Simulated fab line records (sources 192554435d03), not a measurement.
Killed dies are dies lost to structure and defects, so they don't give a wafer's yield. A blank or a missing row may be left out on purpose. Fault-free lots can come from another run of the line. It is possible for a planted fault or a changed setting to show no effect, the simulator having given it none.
The tool behind it: which one? | flow n5 finfet | 9 lots, 26 wafers sampled, at 6 steps of a route of 1938

WHAT THE GAUGES READ, wafer by wafer
N5_WELL_APT_CD_MEAS_25 targets a cd of 200 nm. Usual: cd nm 199.5 nm, standard deviation 2.3.
lot  | measured    | on        | cd nm (nm)        | flag
L353 | day 1 15:05 | cd sem-03 | 203.1 200.7 200.5 |
L356 | day 2 09:10 | cd sem-02 | 199.9 198.2 199.5 |
L362 | day 3 20:55 | cd sem-02 | 200.5 199.4 198.0 |
L363 | day 4 02:42 | cd sem-02 | 197.2 195.2 196.5 |
L365 | day 4 15:08 | cd sem-03 | 202.9 201.4 203.7 |
L371 | day 6 02:56 | cd sem-02 | 201.4 199.3 194.8 |
L373 | day 6 14:41 | cd sem-02 | 199.6 199.6 199.0 |
L374 | day 6 20:43 | cd sem-01 | 197.4 196.5 198.7 |
L376 | day 7 10:11 | cd sem-02 | 201.8 204.0       |

N5_PMOS_HMC_CHANNEL_EPI_CD_MEAS_09 targets a cd of 237.4 nm. Usual: cd nm 237.4 nm, standard deviation 1.1.
lot  | measured    | on        | cd nm (nm)        | flag
L353 | day 1 17:36 | cd sem-02 | 235.9 235.5 235.7 |
L356 | day 2 11:57 | cd sem-01 | 236.8 236.0 237.0 |
L362 | day 3 23:14 | cd sem-02 | 235.6 235.3 235.7 |
L363 | day 4 04:55 | cd sem-03 | 236.3 236.7 237.6 |
L365 | day 4 17:12 | cd sem-02 | 238.0 236.0 236.7 |
L371 | day 6 05:08 | cd sem-02 | 237.5 236.6 239.6 |
L373 | day 6 16:52 | cd sem-03 | 237.9 238.9 238.6 |
L374 | day 6 22:59 | cd sem-01 | 237.8 237.6 237.9 |
L376 | day 7 12:30 | cd sem-01 | 238.3 236.7       |

N5_PMOS_HMC_CHANNEL_EPI_OVL_MEAS_10. Usual: PMOS_HMC_BLK_OVL gives -0.4 nm (standard deviation 0.79).
lot  | measured    | on         | PMOS_HMC_BLK_OVL (nm) | flag
L353 | day 1 17:38 | overlay-02 | 0.7 0.0 0.1           |
L356 | day 2 11:59 | overlay-01 | -1.0 -0.9 -0.3        |
L362 | day 3 23:16 | overlay-02 | 0.2 0.6 -0.1          |
L363 | day 4 04:56 | overlay-01 | -1.4 -2.3 -2.5        |
L365 | day 4 17:14 | overlay-01 | 0.0 1.7 0.7           |
L371 | day 6 05:09 | overlay-02 | 0.9 -0.4 -0.4         |
L373 | day 6 16:53 | overlay-01 | -1.2 0.3 -0.2         |
L374 | day 6 23:01 | overlay-01 | -1.4 -1.4 -0.2        |
L376 | day 7 12:32 | overlay-02 | -1.1 -0.2             |

N5_FIN_SAQP_OVL_MEAS_17. Usual: FIN_CORE_OVL gives -0.1 nm (standard deviation 0.96).
lot  | measured    | on         | FIN_CORE_OVL (nm) | flag
L353 | day 1 22:26 | overlay-02 | 1.3 0.1 0.0       |
L356 | day 2 16:17 | overlay-02 | 0.1 -1.0 1.0      |
L362 | day 4 04:00 | overlay-02 | - - -             | OFF
L363 | day 4 09:05 | overlay-01 | - - -             | OFF
L365 | day 4 21:16 | overlay-01 | 0.0 0.0 -0.4      |
L371 | day 6 10:09 | overlay-02 | 0.6 1.6 1.5       |
L373 | day 6 21:27 | overlay-02 | 0.5 -1.6 0.3      |
L374 | day 7 03:21 | overlay-01 | -0.7 -0.2 -0.7    |
L376 | day 7 17:44 | overlay-01 | 0.4 -0.3          |

N5_BEOL_M4_RC_MEAS_101. Usual: CJ_P 5.84, standard deviation 0.15; DIBL_N 37.2 mV/V, standard deviation 2.1; DIBL_P 37.3 mV/V, standard deviation 2.3; IOFF_N 0.18 nA/um, standard deviation 0.041; IOFF_P 0.24 nA/um, standard deviation 0.042; IOFF_P_85C 4.0 nA/um, standard deviation 0.61; IOFF_P_LIN 0.109 nA/um, standard deviation 0.015; IOFF_P_LONG 0.000108 nA/um, standard deviation 8e-06; ION_N 680 uA/um, standard deviation 13; ION_P 466 uA/um, standard deviation 7.7; REXT_P 101.0 ohm.um, standard deviation 2.7; SS_N 71.8 mV/dec, standard deviation 0.68; SS_P 73.5 mV/dec, standard deviation 0.66; VT_N 249 mV, standard deviation 3.6; VT_P -248 mV, standard deviation 3.4; VT_P_LONG -275.0 mV, standard deviation 2.9; VT_P_LVT -97.4 mV, standard deviation 2.8.
lot  | measured     | on        | CJ_P           | DIBL_N (mV/V)  | DIBL_P (mV/V)  | IOFF_N (nA/um) | IOFF_P (nA/um) | IOFF_P_85C (nA/um) | IOFF_P_LIN (nA/um) | IOFF_P_LONG (nA/um)        | ION_N (uA/um) | ION_P (uA/um) | REXT_P (ohm.um)   | SS_N (mV/dec)  | SS_P (mV/dec)  | VT_N (mV)   | VT_P (mV)      | VT_P_LONG (mV)       | VT_P_LVT (mV)        | flag
L353 | day 8 08:06  | prober-02 | 6.00 5.91 6.00 | 36.9 36.9 37.2 | 36.3 36.9 37.8 | 0.16 0.16 0.18 | 0.22 0.22 0.23 | 3.7 3.8 4.0        | 0.102 0.104 0.111  | 0.00011 0.000109 0.00011   | 673 670 678   | 467 467 466   | 102.4 104.5 103.5 | 71.0 71.6 71.7 | 72.9 73.0 73.3 | 248 247 249 | -250 -248 -248 | -275.4 -275.7 -275.8 | -97.6 -97.9 -96.7    |
L356 | day 9 01:14  | prober-01 | 5.72 6.00 5.81 | 39.2 38.1 39.9 | 39.5 37.7 41.7 | 0.23 0.19 0.27 | 0.27 0.23 0.32 | 4.5 3.9 5.1        | 0.118 0.104 0.132  | 9.9e-05 0.000104 0.000102  | 705 689 712   | 473 468 482   | 102.2 100.7 100.7 | 71.8 72.9 72.1 | 74.0 73.8 74.1 | 243 248 242 | -247 -252 -243 | -272.5 -275.1 -273.1 | -96.1 -97.6 -94.2    |
L362 | day 10 12:20 | prober-02 | 6.51 6.42 6.38 | 35.3 33.3 36.0 | 56.6 54.8 57.3 | 0.16 0.13 0.18 | 0.00 0.00 0.00 | 0.1 0.1 0.1        | 0.001 0.001 0.001  | 3.1e-05 3.1e-05 3.1e-05    | 686 670 686   | 120 119 120   | 80.1 80.4 80.0    | 72.0 70.9 71.9 | 77.0 76.6 76.7 | 249 250 249 | -412 -414 -407 | -494.6 -493.4 -495.6 | -261.5 -261.4 -258.7 | OFF
L363 | day 10 16:29 | prober-02 | 6.28 6.28 6.47 | 34.7 39.6 35.5 | 53.7 59.8 56.6 | 0.13 0.23 0.15 | 0.00 0.00 0.00 | 0.0 0.1 0.1        | 0.000 0.001 0.001  | 2.6e-05 2.6e-05 2.9e-05    | 662 684 671   | 115 119 118   | 79.9 79.1 78.1    | 70.9 72.3 71.3 | 75.1 77.8 76.6 | 251 243 251 | -415 -410 -411 | -492.5 -492.5 -495.3 | -267.8 -264.6 -265.5 | OFF
L365 | day 11 22:16 | prober-01 | 5.86 6.01 5.94 | 42.6 39.3 40.7 | 43.0 38.8 41.2 | 0.30 0.20 0.24 | 0.35 0.26 0.31 | 5.7 4.4 5.0        | 0.143 0.116 0.130  | 0.000101 0.000104 0.000102 | 715 678 700   | 480 464 470   | 97.8 97.9 97.6    | 72.6 72.6 72.9 | 74.8 73.9 74.8 | 241 249 244 | -246 -251 -248 | -276.4 -280.2 -278.3 | -93.7 -97.2 -95.4    |
L371 | day 14 04:46 | prober-01 | 5.63 5.78 5.77 | 36.4 36.9 35.1 | 38.7 39.7 37.1 | 0.18 0.18 0.15 | 0.25 0.26 0.23 | 4.2 4.4 4.0        | 0.117 0.123 0.111  | 0.000111 0.000116 0.000114 | 686 690 674   | 472 480 469   | 99.3 99.2 98.1    | 72.6 72.1 72.0 | 73.6 73.6 73.0 | 246 247 250 | -246 -245 -249 | -271.6 -273.6 -273.5 | -95.9 -94.9 -96.7    |
L373 | day 14 01:07 | prober-02 | 5.87 5.94 5.86 | 38.3 37.0 36.4 | 36.8 34.8 35.6 | 0.17 0.15 0.15 | 0.22 0.20 0.21 | 3.9 3.6 3.7        | 0.105 0.100 0.103  | 0.000115 0.000115 0.000114 | 676 687 677   | 462 465 474   | 102.4 99.9 101.9  | 71.4 71.8 71.5 | 73.8 72.7 73.0 | 248 250 250 | -248 -249 -249 | -272.9 -271.2 -273.7 | -97.4 -97.3 -96.8    |
L374 | day 14 21:18 | prober-02 | 5.62 5.94 6.05 | 35.5 36.6 38.1 | 36.1 37.3 39.4 | 0.15 0.17 0.23 | 0.19 0.22 0.26 | 3.4 3.8 4.4        | 0.093 0.102 0.118  | 0.000102 0.000106 0.00011  | 678 667 704   | 459 457 473   | 98.8 100.2 98.8   | 71.7 71.9 72.0 | 73.9 74.1 74.4 | 251 248 242 | -252 -249 -248 | -276.0 -275.9 -274.6 | -98.2 -96.5 -93.8    |
L376 | day 15 00:02 | prober-02 | 5.78 5.61      | 37.5 38.1      | 36.9 37.8      | 0.18 0.20      | 0.25 0.27      | 4.1 4.5            | 0.111 0.119        | 0.000114 0.000109          | 675 677       | 466 463       | 102.4 103.0       | 72.0 72.2      | 73.6 74.2      | 251 248     | -249 -245      | -272.9 -272.4        | -97.0 -95.5          |

EACH LOT AND THE TOOL THAT RAN IT (in order: tool; ch and the chambers of the sampled wafers; start)
lot  | N5_PMOS_HMC_CHANNEL_EPI_FIN_RECESS_16
L353 | rie si-03 ch 0,3, day 1 18:19
L356 | rie si-02 ch 0,1, day 2 12:30
L362 | rie si-02 ch 0,1,2, day 3 23:51
L363 | rie si-03 ch 1,2,3, day 4 05:28
L365 | rie si-03 ch 0,2,3, day 4 17:45
L371 | rie si-02 ch 1,2,3, day 6 06:05
L373 | rie si-02 ch 2,3, day 6 17:25
L374 | rie si-03 ch 1,2,3, day 6 23:32
L376 | rie si-03 ch 0,1, day 7 13:47
- N5_PMOS_HMC_CHANNEL_EPI_FIN_RECESS_16: chemistry HBr/Cl2, target Si, target depth 54 nm, time 18 s.

WHAT THE TOOLS THEMSELVES READ (means of the sampled wafers that have a number; where no wafer has one, the mark that the record gives instead)
N5_PMOS_HMC_CHANNEL_EPI_FIN_RECESS_16. Usual: HBr_flow_sccm 150.0 sccm, standard deviation 0.37; bias w 74.99 W, standard deviation 0.22; drypump motor current A 5.8 A, standard deviation 0.49; oes product au 0.996 a.u., standard deviation 0.013; throttle valve pct 35.48 %, standard deviation 0.26.
lot  | tool      | HBr_flow_sccm (sccm) | bias w (W) | drypump motor current A (A) | oes product au (a.u.) | throttle valve pct (%) | flag
L353 | rie si-03 | 150.1                | 75.20      | 6.4                         | 0.996                 | 35.67                  |
L356 | rie si-02 | 149.9                | 74.82      | 5.3                         | 0.999                 | 35.84                  |
L362 | rie si-02 | -                    | -          | -                           | -                     | -                      | OFF
L363 | rie si-03 | -                    | -          | -                           | -                     | -                      | OFF
L365 | rie si-03 | 150.3                | 74.95      | 6.3                         | 0.997                 | 35.55                  |
L371 | rie si-02 | 149.6                | 74.71      | 5.8                         | 0.989                 | 35.70                  |
L373 | rie si-02 | 150.1                | 75.19      | 6.1                         | 0.990                 | 35.53                  |
L374 | rie si-03 | 149.7                | 75.09      | 5.9                         | 0.991                 | 35.44                  |
L376 | rie si-03 | 150.2                | 75.09      | 5.8                         | 0.996                 | 35.46                  |

THE ANSWER, worked out from the rows above alone
Rule: lot off if the mean of its wafers having a number is beyond 3 standard deviations from the usual mean. A lot without any number at a reading at which 4 lots or more have one is off too. Where the step has rows for the other lots, those lots are counted as sound. Order of review: gauges by route order, followed by the tools' own readings, for which a lot's mean as printed above is used. The first step at which some lot is off is used, and at that step the reading that is off furthest; a lot without a number counts as furthest.
Off: at N5_FIN_SAQP_OVL_MEAS_17 (FIN_CORE_OVL), L362, L363. Without a number there: L362, L363.
A tool fits if, at a process step before that reading, it ran every lot that is off, and no sound lot after the first of them. Not tried: the gauges at N5_FIN_SAQP_OVL_MEAS_17; whatever is off there is also off at N5_BEOL_M4_RC_MEAS_101, on other tools, and gauge error can't account for it. No candidate that was tried fits.

WHAT HAD BEEN PUT IN BY THE SIMULATOR
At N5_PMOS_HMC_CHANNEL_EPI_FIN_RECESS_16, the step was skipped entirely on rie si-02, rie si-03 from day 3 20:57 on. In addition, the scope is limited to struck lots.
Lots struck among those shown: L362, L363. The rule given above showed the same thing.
